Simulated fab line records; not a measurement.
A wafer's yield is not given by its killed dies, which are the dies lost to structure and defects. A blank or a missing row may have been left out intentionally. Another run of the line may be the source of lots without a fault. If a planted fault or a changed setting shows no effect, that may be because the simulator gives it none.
Which of the tools did it? | flow nand harc | 24 lots, 72 wafers sampled, at 5 steps of a route of 1302

WHAT THE GAUGES SHOWED, per wafer
NHARC_P_CONTACT_OVL_MEAS_13. Usual: overlay x nm -0.1 nm, standard deviation 0.73; overlay y nm -0.2 nm, standard deviation 0.74.
lot  | measured     | on         | overlay x nm (nm) | overlay y nm (nm) | flag
L074 | day 6 02:23  | overlay-02 | -0.2 0.0 0.3      | -0.3 0.0 -0.2     |
L075 | day 6 11:06  | overlay-02 | 0.6 0.8 1.0       | 0.1 0.3 -0.2      |
L076 | day 6 15:15  | overlay-02 | -0.5 -0.6 -0.8    | -0.8 -0.7 -1.2    |
L077 | day 7 04:49  | overlay-02 | -0.8 -0.4 -0.5    | 0.6 0.4 0.3       |
L078 | day 7 15:50  | overlay-02 | 0.6 0.3 0.2       | -0.2 -0.2 -0.3    |
L079 | day 8 07:10  | overlay-02 | 0.2 -0.2 -0.7     | 0.7 1.0 0.3       |
L080 | day 8 09:37  | overlay-02 | -1.1 -1.5 -0.9    | -1.5 -1.1 -1.7    |
L081 | day 8 15:44  | overlay-02 | 0.9 1.3 1.2       | -1.0 -1.3 -1.1    |
L082 | day 9 08:23  | overlay-01 | 0.9 0.4 0.6       | -0.5 -0.1 0.0     |
L083 | day 9 18:19  | overlay-02 | -0.7 -1.0 -0.7    | -0.4 -0.3 -0.4    |
L084 | day 9 17:52  | overlay-02 | -0.7 -1.3 -0.8    | 0.1 0.1 0.0       |
L085 | day 10 10:58 | overlay-01 | -0.4 -0.3 -0.3    | -0.5 -0.9 -0.9    |
L086 | day 10 19:41 | overlay-02 | 0.1 -0.2 0.4      | 0.3 0.0 -0.2      |
L087 | day 11 08:01 | overlay-01 | -0.3 -0.4 0.2     | 1.2 1.9 0.9       |
L088 | day 11 22:48 | overlay-01 | 0.9 0.6 0.5       | -0.4 -0.9 -0.8    |
L089 | day 11 23:08 | overlay-02 | -1.4 -1.9 -0.8    | 0.1 0.3 0.6       |
L090 | day 12 13:24 | overlay-02 | -1.1 -1.2 -0.7    | -1.0 -0.3 -0.8    |
L091 | day 13 03:58 | overlay-02 | 0.8 1.0 1.0       | 0.8 1.2 0.9       |
L092 | day 13 02:34 | overlay-02 | 0.2 0.3 -0.7      | -0.5 -0.1 0.0     |
L093 | day 13 17:56 | overlay-02 | -0.4 0.5 0.5      | -1.3 -0.8 -1.4    |
L094 | day 14 08:16 | overlay-02 | 0.2 0.8 0.7       | 0.0 0.5 0.1       |
L095 | day 14 11:16 | overlay-02 | 0.4 0.7 0.3       | 0.0 -0.1 -0.2     |
L096 | day 15 07:23 | overlay-02 | -0.6 -0.5 -0.4    | -0.4 -1.2 -1.1    |
L097 | day 15 14:53 | overlay-01 | 0.6 0.8 0.4       | 0.6 0.9 1.1       |

WHAT TOOL EACH LOT RAN ON (gives the tool, then ch and the chambers of the sampled wafers, and finally the start)
lot  | NHARC_P_ZERO_WELL_DESCUM_39        | NHARC_P_STI_ETCH_31                           | NHARC_P_GATE_STRIP_75                | NHARC_P_GATE_DEGAS_109
L074 | rie diel-07 ch 0,2, day 2 00:23    | rie diel-11 ch 0,2,3, day 5 18:58 or earlier  | plasma asher-01 ch 1, day 5 18:58    | pvd sputter-01, day 5 23:44
L075 | rie diel-04 ch 1,2,3, day 2 10:22  | rie diel-08 ch 2,3, day 6 03:57 or earlier    | plasma asher-02 ch 0,1, day 6 03:57  | pvd sputter-02, day 6 08:35
L076 | rie diel-04 ch 0,1,2, day 2 20:38  | rie diel-08 ch 1,2,3, day 6 08:04 or earlier  | plasma asher-01 ch 0,1, day 6 08:04  | pvd sputter-01, day 6 12:44
L077 | rie diel-04 ch 1,2,3, day 3 07:50  | rie diel-08 ch 1,2,3, day 6 21:48 or earlier  | plasma asher-01 ch 0,1, day 6 21:48  | pvd sputter-03, day 7 02:18
L078 | rie diel-06 ch 0,3, day 3 16:25    | rie diel-08 ch 0,3, day 7 08:20 or earlier    | plasma asher-02 ch 0,1, day 7 08:20  | pvd sputter-01, day 7 13:10
L079 | rie diel-04 ch 0,1, day 4 03:05    | rie diel-08 ch 1,2, day 7 23:33 or earlier    | plasma asher-02 ch 0,1, day 7 23:33  | pvd sputter-01, day 8 04:17
L080 | rie diel-06 ch 0,1,2, day 4 12:20  | rie diel-10 ch 0,1,3, day 8 02:21 or earlier  | plasma asher-02 ch 0,1, day 8 02:21  | pvd sputter-01, day 8 06:58
L081 | rie diel-04 ch 1,2,3, day 4 22:15  | rie diel-11 ch 0,1,3, day 8 08:40 or earlier  | plasma asher-02 ch 0,1, day 8 08:40  | pvd sputter-02, day 8 13:12
L082 | rie diel-07 ch 0,1, day 5 08:20    | rie diel-11 ch 0,1,2, day 9 00:59 or earlier  | plasma asher-02 ch 0,1, day 9 00:59  | pvd sputter-01, day 9 05:37
L083 | rie diel-07 ch 0,2,3, day 5 18:34  | rie diel-08 ch 0,3, day 9 11:02 or earlier    | plasma asher-02 ch 0,1, day 9 11:02  | pvd sputter-01, day 9 15:41
L084 | rie diel-04 ch 0,1,2, day 6 04:22  | rie diel-11 ch 0,1,3, day 9 10:33 or earlier  | plasma asher-02 ch 0,1, day 9 10:33  | pvd sputter-02, day 9 15:05
L085 | rie diel-04 ch 0,1,2, day 6 14:19  | rie diel-08 ch 0,3, day 10 03:43 or earlier   | plasma asher-02 ch 0, day 10 03:43   | pvd sputter-02, day 10 08:26
L086 | rie diel-06 ch 2,3, day 7 00:52    | rie diel-08 ch 0,1,2, day 10 12:32 or earlier | plasma asher-02 ch 0,1, day 10 12:32 | pvd sputter-03, day 10 17:07
L087 | rie diel-04 ch 0,1,3, day 7 10:24  | rie diel-11 ch 0,1,3, day 11 00:37 or earlier | plasma asher-01 ch 0,1, day 11 00:37 | pvd sputter-02, day 11 05:22
L088 | rie diel-06 ch 0,1, day 7 20:22    | rie diel-10 ch 0,3, day 11 15:15 or earlier   | plasma asher-02 ch 0,1, day 11 15:15 | pvd sputter-03, day 11 19:59
L089 | rie diel-06 ch 0,2, day 8 06:27    | rie diel-11 ch 1,3, day 11 15:40 or earlier   | plasma asher-01 ch 0,1, day 11 15:40 | pvd sputter-01, day 11 20:26
L090 | rie diel-04 ch 0,1,2, day 8 16:22  | rie diel-11 ch 0,1,2, day 12 06:08 or earlier | plasma asher-01 ch 0,1, day 12 06:08 | pvd sputter-03, day 12 10:45
L091 | rie diel-06 ch 0,1,2, day 9 02:46  | rie diel-10 ch 2,3, day 12 20:43 or earlier   | plasma asher-02 ch 0, day 12 20:43   | pvd sputter-01, day 13 01:19
L092 | rie diel-07 ch 0,1,2, day 9 12:10  | rie diel-10 ch 1,2,3, day 12 19:17 or earlier | plasma asher-01 ch 0,1, day 12 19:17 | pvd sputter-01, day 13 00:01
L093 | rie diel-06 ch 0,1,3, day 9 22:14  | rie diel-08 ch 1,2, day 13 10:39 or earlier   | plasma asher-01 ch 1, day 13 10:39   | pvd sputter-02, day 13 15:17
L094 | rie diel-07 ch 1,2, day 10 08:25   | rie diel-08 ch 1,2, day 14 00:30 or earlier   | plasma asher-01 ch 0,1, day 14 00:30 | pvd sputter-01, day 14 05:35
L095 | rie diel-06 ch 0,2, day 10 18:26   | rie diel-11 ch 0,2,3, day 14 03:55 or earlier | plasma asher-01 ch 0,1, day 14 03:55 | pvd sputter-02, day 14 08:35
L096 | rie diel-07 ch 1,2, day 11 04:25   | rie diel-11 ch 0,1, day 15 00:05 or earlier   | plasma asher-02 ch 0,1, day 15 00:05 | pvd sputter-02, day 15 04:44
L097 | rie diel-04 ch 0,1,2, day 11 14:25 | rie diel-11 ch 0,1,2, day 15 07:20 or earlier | plasma asher-02 ch 0,1, day 15 07:20 | pvd sputter-02, day 15 12:13
- NHARC_P_ZERO_WELL_DESCUM_39: chemistry O2, time 3 s.
- NHARC_P_STI_ETCH_31: etches the open film in CF4/CHF3, target depth 108.9 nm, time 54.5 s.
- NHARC_P_GATE_STRIP_75: strips in O2.
- NHARC_P_GATE_DEGAS_109: time 60 s.

AS READ BY THE TOOLS THEMSELVES (means over the sampled wafers that have a number; for cases with no such wafer, the mark the record gives instead)
NHARC_P_ZERO_WELL_DESCUM_39. Usual: drypump motor current A 5.7 A, standard deviation 0.6; mfc ar sccm 0.007 sccm, standard deviation 0.01; oes product au 1.000 a.u., standard deviation 0.0075; rf vpp V 57.6 V, standard deviation 0.96; showerhead plenum p Torr 1.87 Torr, standard deviation 0.063; throttle valve pct 11.311 %, standard deviation 0.0099.
lot  | tool        | drypump motor current A (A) | mfc ar sccm (sccm) | oes product au (a.u.) | rf vpp V (V) | showerhead plenum p Torr (Torr) | throttle valve pct (%) | flag
L074 | rie diel-07 | 6.3                         | 0.000              | 0.990                 | 58.6         | 1.82                            | 11.317                 |
L075 | rie diel-04 | 5.4                         | 0.002              | 1.001                 | 55.8         | 1.88                            | 11.315                 |
L076 | rie diel-04 | 5.4                         | 0.003              | 1.004                 | 57.5         | 1.85                            | 11.308                 |
L077 | rie diel-04 | 5.4                         | 0.002              | 0.992                 | 57.7         | 1.88                            | 11.308                 |
L078 | rie diel-06 | 5.4                         | 0.013              | 0.996                 | 57.6         | 1.87                            | 11.316                 |
L079 | rie diel-04 | 5.2                         | 0.005              | 1.000                 | 58.0         | 1.83                            | 11.303                 |
L080 | rie diel-06 | 5.7                         | 0.015              | 1.004                 | 57.5         | 1.88                            | 11.315                 |
L081 | rie diel-04 | 5.4                         | 0.002              | 0.992                 | 57.7         | 1.88                            | 11.313                 |
L082 | rie diel-07 | 6.1                         | 0.010              | 0.994                 | 56.6         | 1.87                            | 11.315                 |
L083 | rie diel-07 | 6.1                         | 0.000              | 1.002                 | 57.5         | 1.82                            | 11.308                 |
L084 | rie diel-04 | 5.4                         | 0.003              | 0.998                 | 57.0         | 1.84                            | 11.317                 |
L085 | rie diel-04 | 5.4                         | 0.003              | 1.000                 | 58.1         | 1.84                            | 11.319                 |
L086 | rie diel-06 | 6.4                         | 0.000              | 1.002                 | 58.6         | 1.96                            | 11.319                 |
L087 | rie diel-04 | 5.2                         | 0.005              | 0.994                 | 57.1         | 1.86                            | 11.309                 |
L088 | rie diel-06 | 5.5                         | 0.024              | 1.010                 | 57.1         | 1.80                            | 11.303                 |
L089 | rie diel-06 | 5.8                         | 0.007              | 1.008                 | 57.6         | 1.94                            | 11.312                 |
L090 | rie diel-04 | 5.4                         | 0.003              | 1.001                 | 57.6         | 1.83                            | 11.315                 |
L091 | rie diel-06 | 5.7                         | 0.015              | 1.005                 | 57.8         | 1.87                            | 11.312                 |
L092 | rie diel-07 | 6.0                         | 0.010              | 0.993                 | 57.3         | 1.86                            | 11.313                 |
L093 | rie diel-06 | 5.8                         | 0.015              | 1.002                 | 57.0         | 1.83                            | 11.311                 |
L094 | rie diel-07 | 5.9                         | 0.010              | 1.001                 | 57.2         | 1.86                            | 11.320                 |
L095 | rie diel-06 | 5.3                         | 0.013              | 1.009                 | 57.4         | 1.88                            | 11.315                 |
L096 | rie diel-07 | 5.9                         | 0.010              | 0.994                 | 57.1         | 1.85                            | 11.301                 |
L097 | rie diel-04 | 5.4                         | 0.003              | 0.995                 | 57.4         | 1.83                            | 11.313                 |

NHARC_P_STI_ETCH_31. Usual: drypump motor current A is 5.7 A with standard deviation 0.51, mfc ar sccm is 0.010 sccm with standard deviation 0.015, oes product au is 0.964 a.u. with standard deviation 0.016, rf fwd power W is 494.4 W with standard deviation 2.2, rf vpp V is 370.3 V with standard deviation 2.6, showerhead plenum p Torr is 1.56 Torr with standard deviation 0.075, and throttle valve pct is 16.802 % with standard deviation 0.0093.
lot  | tool        | drypump motor current A (A) | mfc ar sccm (sccm) | oes product au (a.u.) | rf fwd power W (W) | rf vpp V (V) | showerhead plenum p Torr (Torr) | throttle valve pct (%) | flag
L074 | rie diel-11 | 5.6                         | 0.000              | 0.971                 | 494.7              | 369.6        | 1.56                            | 16.802                 |
L075 | rie diel-08 | 5.6                         | 0.014              | 0.981                 | 493.6              | 371.9        | 1.62                            | 16.800                 |
L076 | rie diel-08 | 5.7                         | 0.020              | 0.967                 | 492.6              | 371.2        | 1.60                            | 16.806                 |
L077 | rie diel-08 | 5.7                         | 0.020              | 0.964                 | 493.8              | 370.7        | 1.60                            | 16.808                 |
L078 | rie diel-08 | 5.9                         | 0.027              | 0.958                 | 492.2              | 370.1        | 1.57                            | 16.806                 |
L079 | rie diel-08 | 5.4                         | 0.006              | 0.942                 | 494.1              | 371.7        | 1.57                            | 16.798                 |
L080 | rie diel-10 | 6.0                         | 0.013              | 0.954                 | 495.7              | 371.3        | 1.60                            | 16.800                 |
L081 | rie diel-11 | 5.3                         | 0.000              | 0.955                 | 495.5              | 368.0        | 1.50                            | 16.801                 |
L082 | rie diel-11 | 5.7                         | 0.000              | 0.971                 | 495.1              | 370.2        | 1.56                            | 16.804                 |
L083 | rie diel-08 | 6.1                         | 0.035              | 0.960                 | 490.7              | 371.9        | 1.62                            | 16.793                 |
L084 | rie diel-11 | 5.3                         | 0.000              | 0.967                 | 494.5              | 368.2        | 1.50                            | 16.798                 |
L085 | rie diel-08 | 6.1                         | 0.035              | 0.963                 | 492.0              | 371.9        | 1.62                            | 16.800                 |
L086 | rie diel-08 | 5.4                         | 0.013              | 0.967                 | 493.8              | 369.7        | 1.55                            | 16.798                 |
L087 | rie diel-11 | 5.3                         | 0.000              | 0.978                 | 496.2              | 367.5        | 1.50                            | 16.805                 |
L088 | rie diel-10 | 5.8                         | 0.000              | 0.962                 | 495.7              | 373.7        | 1.67                            | 16.792                 |
L089 | rie diel-11 | 5.5                         | 0.000              | 0.970                 | 496.3              | 368.3        | 1.48                            | 16.805                 |
L090 | rie diel-11 | 5.7                         | 0.000              | 0.980                 | 494.8              | 369.4        | 1.56                            | 16.792                 |
L091 | rie diel-10 | 6.2                         | 0.009              | 0.952                 | 495.7              | 370.6        | 1.57                            | 16.795                 |
L092 | rie diel-10 | 6.2                         | 0.017              | 0.921                 | 496.9              | 369.2        | 1.55                            | 16.805                 |
L093 | rie diel-08 | 5.4                         | 0.012              | 0.969                 | 494.8              | 370.2        | 1.56                            | 16.804                 |
L094 | rie diel-08 | 5.4                         | 0.006              | 0.963                 | 493.4              | 371.4        | 1.57                            | 16.797                 |
L095 | rie diel-11 | 5.6                         | 0.000              | 0.975                 | 494.3              | 370.0        | 1.56                            | 16.802                 |
L096 | rie diel-11 | 5.4                         | 0.000              | 0.960                 | 495.1              | 367.8        | 1.49                            | 16.798                 |
L097 | rie diel-11 | 5.7                         | 0.000              | 0.977                 | 493.8              | 369.5        | 1.55                            | 16.805                 |

NHARC_P_GATE_STRIP_75. Usual: drypump motor current A 5.4 A, standard deviation 0.34; heater power w 324 W, standard deviation 27.
lot  | tool            | drypump motor current A (A) | heater power w (W) | flag
L074 | plasma asher-01 | 5.8                         | 294                |
L075 | plasma asher-02 | 5.5                         | 329                |
L076 | plasma asher-01 | 5.5                         | 294                |
L077 | plasma asher-01 | 5.5                         | 300                |
L078 | plasma asher-02 | 5.6                         | 335                |
L079 | plasma asher-02 | 5.5                         | 349                |
L080 | plasma asher-02 | 5.6                         | 340                |
L081 | plasma asher-02 | 5.5                         | 349                |
L082 | plasma asher-02 | 5.5                         | 352                |
L083 | plasma asher-02 | 5.5                         | 341                |
L084 | plasma asher-02 | 5.6                         | 349                |
L085 | plasma asher-02 | 5.6                         | 337                |
L086 | plasma asher-02 | 5.5                         | 348                |
L087 | plasma asher-01 | 5.1                         | 292                |
L088 | plasma asher-02 | 5.5                         | 349                |
L089 | plasma asher-01 | 5.5                         | 294                |
L090 | plasma asher-01 | 5.2                         | 288                |
L091 | plasma asher-02 | 5.6                         | 341                |
L092 | plasma asher-01 | 5.2                         | 284                |
L093 | plasma asher-01 | 5.8                         | 306                |
L094 | plasma asher-01 | 5.5                         | 299                |
L095 | plasma asher-01 | 5.1                         | 291                |
L096 | plasma asher-02 | 5.5                         | 351                |
L097 | plasma asher-02 | 5.6                         | 347                |

NHARC_P_GATE_DEGAS_109. Usual: heater power w 481 W, standard deviation 40.
lot  | tool           | heater power w (W) | flag
L074 | pvd sputter-01 | 494                |
L075 | pvd sputter-02 | 490                |
L076 | pvd sputter-01 | 504                |
L077 | pvd sputter-03 | 475                |
L078 | pvd sputter-01 | 512                |
L079 | pvd sputter-01 | 488                |
L080 | pvd sputter-01 | 485                |
L081 | pvd sputter-02 | 443                |
L082 | pvd sputter-01 | 501                |
L083 | pvd sputter-01 | 496                |
L084 | pvd sputter-02 | 452                |
L085 | pvd sputter-02 | 462                |
L086 | pvd sputter-03 | 486                |
L087 | pvd sputter-02 | 457                |
L088 | pvd sputter-03 | 440                |
L089 | pvd sputter-01 | 519                |
L090 | pvd sputter-03 | 417                |
L091 | pvd sputter-01 | 528                |
L092 | pvd sputter-01 | 515                |
L093 | pvd sputter-02 | 465                |
L094 | pvd sputter-01 | 517                |
L095 | pvd sputter-02 | 458                |
L096 | pvd sputter-02 | 465                |
L097 | pvd sputter-02 | 460                |

THE ANSWER, worked out from the rows above alone
Rule: a lot counts as off when the mean over its wafers that have a number is more than 3 standard deviations away from the usual mean. Also off: a lot with no number at a reading for which 4 or more lots have one. The other lots that the step has rows for count as sound. Order of review: gauges by route order, followed by the tools' own readings, for which a lot's mean as printed above is used. At the first step where some lot is off, the reading lying furthest off is the one used; lots without a number count as furthest.
No lot is off on any of the readings shown, so nothing can be concluded from this.

WHAT THE SIMULATOR HAD PUT IN
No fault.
